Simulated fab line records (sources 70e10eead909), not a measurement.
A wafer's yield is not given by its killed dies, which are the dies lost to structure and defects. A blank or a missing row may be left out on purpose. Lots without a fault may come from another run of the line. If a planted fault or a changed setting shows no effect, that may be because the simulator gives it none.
Which tool is to blame? | flow nandHarc | 24 lots, 72 wafers sampled, at 5 steps of a route of 1302

## WHAT THE GAUGES READ, wafer by wafer
NHARC_A_BLC_CD_MEAS_10 targets a cd of 100 nm. Usual: cdNm reads 100.1 nm (standard deviation 0.73).
lot  | measured     | on       | cdNm (nm)         | flag
L075 | day 22 18:07 | cdSem-02 | 100.2 99.3 99.4   | 
L077 | day 23 03:37 | cdSem-02 | 100.1 99.2 99.4   | 
L076 | day 23 09:29 | cdSem-03 | 99.1 99.8 100.4   | 
L078 | day 23 11:41 | cdSem-02 | 101.2 100.3 100.8 | 
L074 | day 23 12:26 | cdSem-02 | 99.7 100.3 100.9  | 
L081 | day 24 11:07 | cdSem-01 | 100.3 100.1 98.5  | 
L079 | day 24 12:58 | cdSem-03 | 99.2 99.0 99.7    | 
L080 | day 24 14:53 | cdSem-02 | 99.9 99.7 100.5   | 
L083 | day 25 19:56 | cdSem-01 | 101.0 99.7 100.2  | 
L082 | day 25 23:44 | cdSem-01 | 99.1 101.3 100.0  | 
L085 | day 26 21:47 | cdSem-02 | 101.3 100.3 100.4 | 
L084 | day 27 09:40 | cdSem-02 | 100.6 99.9 100.3  | 
L086 | day 27 14:10 | cdSem-03 | 99.2 99.0 99.9    | 
L087 | day 28 14:29 | cdSem-03 | 100.6 99.3 99.6   | 
L090 | day 28 14:47 | cdSem-03 | 100.8 99.0 98.9   | 
L088 | day 28 18:57 | cdSem-01 | 100.1 100.0 100.0 | 
L089 | day 28 20:58 | cdSem-02 | 99.6 99.7 98.8    | 
L091 | day 29 02:29 | cdSem-02 | 101.0 100.9 100.3 | 
L092 | day 30 08:32 | cdSem-01 | 101.1 100.2 100.9 | 
L093 | day 30 15:01 | cdSem-01 | 100.0 99.1 99.6   | 
L095 | day 31 16:18 | cdSem-03 | 100.7 101.5 100.5 | 
L096 | day 31 18:17 | cdSem-02 | 99.7 100.4 99.5   | 
L094 | day 31 21:49 | cdSem-02 | 100.6 99.4 99.7   | 
L097 | day 32 12:53 | cdSem-02 | 99.1 99.4 100.5   | 

NHARC_A_M1_OVL_MEAS_10: pitch 240 nm. Usual: overlayXNm 0.2 nm, standard deviation 0.89; overlayYNm 0.4 nm, standard deviation 0.83.
lot  | measured     | on         | overlayXNm (nm) | overlayYNm (nm) | flag
L075 | day 23 02:11 | overlay-01 | 0.6 1.1 1.1     | 1.0 1.3 0.8     | 
L077 | day 23 11:40 | overlay-01 | 1.9 1.9 1.9     | 1.1 0.7 1.1     | 
L076 | day 23 18:20 | overlay-01 | -0.6 -0.3 -0.3  | 0.6 0.9 0.5     | 
L078 | day 23 20:07 | overlay-01 | -0.3 -0.1 -0.1  | 1.5 1.6 1.7     | 
L074 | day 23 21:10 | overlay-02 | 0.8 1.0 1.9     | 0.2 0.4 0.6     | 
L081 | day 24 19:20 | overlay-02 | -1.2 -1.0 -1.6  | 0.1 -0.7 0.0    | 
L079 | day 24 21:16 | overlay-01 | 0.5 0.3 0.3     | -0.7 -0.1 -1.1  | 
L080 | day 24 23:17 | overlay-01 | 0.1 -0.4 0.4    | 0.9 0.7 0.8     | 
L083 | day 26 04:18 | overlay-01 | 0.1 -0.4 0.5    | 0.6 1.0 0.5     | 
L082 | day 26 07:55 | overlay-01 | 0.3 0.7 0.5     | 1.6 1.1 1.7     | 
L085 | day 27 05:52 | overlay-02 | -0.5 -0.4 -0.4  | 0.0 -0.2 -0.3   | 
L084 | day 27 17:38 | overlay-02 | -0.5 -0.3 -0.2  | -0.2 0.0 0.0    | 
L086 | day 27 22:12 | overlay-02 | -0.6 -0.6 -0.6  | 2.4 2.4 2.3     | 
L087 | day 28 22:42 | overlay-02 | -0.5 0.4 -0.6   | -0.1 0.2 0.0    | 
L090 | day 29 00:40 | overlay-02 | -1.1 -0.7 -0.3  | 1.4 1.1 1.1     | 
L088 | day 29 03:10 | overlay-01 | 0.5 0.4 1.2     | 1.1 1.0 1.5     | 
L089 | day 29 05:06 | overlay-02 | 1.0 0.7 0.9     | 0.4 0.7 0.7     | 
L091 | day 29 10:32 | overlay-02 | -0.8 -0.6 -0.9  | -0.5 -1.0 -0.2  | 
L092 | day 30 16:47 | overlay-02 | 0.9 1.5 1.7     | -0.6 -0.7 -0.9  | 
L093 | day 31 02:16 | overlay-02 | -1.7 -1.4 -0.9  | 1.0 0.9 1.5     | 
L095 | day 32 00:31 | overlay-01 | 0.7 0.2 0.9     | 0.3 0.5 0.6     | 
L096 | day 32 02:45 | overlay-02 | 0.9 0.7 1.4     | -1.1 -0.5 -0.8  | 
L094 | day 32 06:12 | overlay-02 | 0.6 0.5 0.3     | -0.3 0.2 0.1    | 
L097 | day 32 21:04 | overlay-01 | 0.3 0.4 0.7     | 0.5 -0.2 -0.2   | 

NHARC_A_BONDPAD_THK_MEAS_20: measures by xrf. Usual: thkNm reads 169.4 nm (standard deviation 1.5).
lot  | measured     | on           | thkNm (nm)        | flag
L075 | day 23 09:22 | filmMetro-02 | 169.8 170.2 170.0 | 
L077 | day 23 18:54 | filmMetro-02 | 169.5 170.2 170.0 | 
L076 | day 24 01:27 | filmMetro-02 | 168.3 168.6 170.2 | 
L078 | day 24 03:14 | filmMetro-01 | 167.7 164.8 167.4 | 
L074 | day 24 04:12 | filmMetro-02 | 167.3 169.0 167.9 | 
L081 | day 25 02:25 | filmMetro-02 | 170.6 168.6 169.1 | 
L079 | day 25 04:30 | filmMetro-01 | 172.8 168.2 167.0 | 
L080 | day 25 06:37 | filmMetro-01 | 170.5 171.0 169.7 | 
L083 | day 26 11:40 | filmMetro-01 | 170.9 165.7 169.9 | 
L082 | day 26 15:01 | filmMetro-02 | 170.7 168.1 168.2 | 
L085 | day 27 13:07 | filmMetro-01 | 167.6 170.6 168.9 | 
L084 | day 28 08:07 | filmMetro-01 | 168.1 168.3 170.8 | 
L086 | day 28 12:42 | filmMetro-01 | 168.8 172.1 171.3 | 
L087 | day 29 06:01 | filmMetro-01 | 169.6 169.2 168.2 | 
L090 | day 29 07:56 | filmMetro-01 | 169.7 169.6 169.9 | 
L088 | day 29 10:19 | filmMetro-02 | 168.4 171.2 169.3 | 
L089 | day 29 12:12 | filmMetro-02 | 171.5 170.8 172.2 | 
L091 | day 29 17:58 | filmMetro-02 | 171.7 170.7 169.8 | 
L092 | day 31 00:02 | filmMetro-01 | 171.7 171.6 170.1 | 
L093 | day 31 09:39 | filmMetro-02 | 170.0 168.8 170.8 | 
L095 | day 32 07:46 | filmMetro-02 | 169.3 171.2 168.8 | 
L096 | day 32 10:17 | filmMetro-02 | 169.0 166.9 169.8 | 
L094 | day 32 13:44 | filmMetro-02 | 168.6 168.9 168.1 | 
L097 | day 33 04:17 | filmMetro-02 | 169.1 171.1 169.9 | 

## TOOL THAT RAN EACH LOT (tool first, then ch and the chambers of the sampled wafers, then the start)
lot  | NHARC_A_BLC_ALD_23                 | NHARC_A_M0_PRE_CLEAN_31
L075 | aldMetal-04 ch 0,1,3, day 22 20:11 | pecvd-02 ch 0,2, day 23 00:55
L077 | aldMetal-02 ch 1,2,3, day 23 05:38 | pecvd-03 ch 0,1,2, day 23 10:24
L076 | aldMetal-01 ch 1,3, day 23 11:30   | pecvd-01 ch 0,1,2, day 23 16:22
L078 | aldMetal-02 ch 2,3, day 23 13:41   | pecvd-02 ch 1,2, day 23 18:32
L074 | aldMetal-04 ch 0,1,2, day 23 14:25 | pecvd-02 ch 1,2, day 23 19:47
L081 | aldMetal-01 ch 0,2,3, day 24 13:09 | pecvd-02 ch 0,1,2, day 24 17:56
L079 | aldMetal-02 ch 0,2, day 24 14:58   | pecvd-03 ch 0,2, day 24 19:50
L080 | aldMetal-04 ch 1,2,3, day 24 17:04 | pecvd-02 ch 0,2, day 24 21:52
L083 | aldMetal-04 ch 2,3, day 25 21:59   | pecvd-03 ch 1,2, day 26 03:01
L082 | aldMetal-01 ch 0,2, day 26 01:43   | pecvd-03 ch 1,2, day 26 06:30
L085 | aldMetal-02 ch 0,2,3, day 26 23:49 | pecvd-02 ch 1,2, day 27 04:27
L084 | aldMetal-04 ch 0,1,2, day 27 11:41 | pecvd-03 ch 0,1,2, day 27 16:21
L086 | aldMetal-02 ch 1,2, day 27 16:09   | pecvd-02 ch 1,2, day 27 20:55
L087 | aldMetal-04 ch 0,1, day 28 16:30   | pecvd-02 ch 0,1,2, day 28 21:26
L090 | aldMetal-02 ch 0,1,3, day 28 16:50 | pecvd-01 ch 1,2, day 28 23:24
L088 | aldMetal-02 ch 0,2,3, day 28 20:59 | pecvd-02 ch 0,1, day 29 01:46
L089 | aldMetal-01 ch 0,2,3, day 28 22:59 | pecvd-03 ch 0,1,2, day 29 03:48
L091 | aldMetal-02 ch 0,2,3, day 29 04:29 | pecvd-03 ch 0,2, day 29 09:08
L092 | aldMetal-04 ch 1,2,3, day 30 10:46 | pecvd-03 ch 0,2, day 30 15:24
L093 | aldMetal-01 ch 1,2, day 30 19:53   | pecvd-02 ch 1, day 31 00:41
L095 | aldMetal-02 ch 1,3, day 31 18:19   | pecvd-02 ch 0,1, day 31 23:07
L096 | aldMetal-01 ch 1,2,3, day 31 20:17 | pecvd-02 ch 0,1, day 32 01:27
L094 | aldMetal-04 ch 0,1,2, day 31 23:49 | pecvd-02 ch 0,2, day 32 04:48
L097 | aldMetal-02 ch 2,3, day 32 15:04   | pecvd-02 ch 0,1, day 32 19:49
- NHARC_A_BLC_ALD_23: deposits TiN, target thk 3 nm, pulse time 1 s, ald cycles 150.
- NHARC_A_M0_PRE_CLEAN_31: time 12 s.

## AS READ BY THE TOOLS THEMSELVES (means over the sampled wafers that have a number; for cases with no such wafer, the mark the record gives instead)
NHARC_A_BLC_ALD_23. Usual: heaterPowerW 1103 W, standard deviation 120; precursorPulseHeightRel 0.999, standard deviation 0.022.
lot  | tool        | heaterPowerW (W) | precursorPulseHeightRel | flag
L075 | aldMetal-04 | 1060             | 1.017                   | 
L077 | aldMetal-02 | 1177             | 0.975                   | 
L076 | aldMetal-01 | 1134             | 1.016                   | 
L078 | aldMetal-02 | 1187             | 0.985                   | 
L074 | aldMetal-04 | 1067             | 0.993                   | 
L081 | aldMetal-01 | 1080             | 0.998                   | 
L079 | aldMetal-02 | 1232             | 1.011                   | 
L080 | aldMetal-04 | 1117             | 0.983                   | 
L083 | aldMetal-04 | 1090             | 1.008                   | 
L082 | aldMetal-01 | 1096             | 0.976                   | 
L085 | aldMetal-02 | 1099             | 0.999                   | 
L084 | aldMetal-04 | 1053             | 0.996                   | 
L086 | aldMetal-02 | 1175             | 0.982                   | 
L087 | aldMetal-04 | 1036             | 1.014                   | 
L090 | aldMetal-02 | 1065             | 1.000                   | 
L088 | aldMetal-02 | 1107             | 0.995                   | 
L089 | aldMetal-01 | 1084             | 1.000                   | 
L091 | aldMetal-02 | 1121             | 0.990                   | 
L092 | aldMetal-04 | 1128             | 1.003                   | 
L093 | aldMetal-01 | 1057             | 1.016                   | 
L095 | aldMetal-02 | 1103             | 0.993                   | 
L096 | aldMetal-01 | 1091             | 1.011                   | 
L094 | aldMetal-04 | 1076             | 1.012                   | 
L097 | aldMetal-02 | 1226             | 1.009                   | 

NHARC_A_M0_PRE_CLEAN_31. Usual: heaterPowerW reads 671 W (standard deviation 67).
lot  | tool     | heaterPowerW (W) | flag
L075 | pecvd-02 | 683              | 
L077 | pecvd-03 | 660              | 
L076 | pecvd-01 | 707              | 
L078 | pecvd-02 | 632              | 
L074 | pecvd-02 | 696              | 
L081 | pecvd-02 | 713              | 
L079 | pecvd-03 | 671              | 
L080 | pecvd-02 | 692              | 
L083 | pecvd-03 | 633              | 
L082 | pecvd-03 | 625              | 
L085 | pecvd-02 | 636              | 
L084 | pecvd-03 | 671              | 
L086 | pecvd-02 | 623              | 
L087 | pecvd-02 | 687              | 
L090 | pecvd-01 | 623              | 
L088 | pecvd-02 | 635              | 
L089 | pecvd-03 | 669              | 
L091 | pecvd-03 | 663              | 
L092 | pecvd-03 | 672              | 
L093 | pecvd-02 | 548              | 
L095 | pecvd-02 | 670              | 
L096 | pecvd-02 | 741              | 
L094 | pecvd-02 | 726              | 
L097 | pecvd-02 | 701              | 

## THE ANSWER, worked out from the rows above alone
Rule: a lot is off if the mean of its wafers that have a number lies more than 3 standard deviations from the usual mean. Also off: a lot with no number at a reading for which 4 or more lots have one. Any other lot the step has rows for is counted as sound. Order of review: gauges by route order, followed by the tools' own readings, for which a lot's mean as printed above is used. At the first step where some lot is off, the reading lying furthest off is the one used; lots without a number count as furthest.
Nothing can be told from this: no lot is off at any reading shown.

## WHAT THE SIMULATOR PUT IN
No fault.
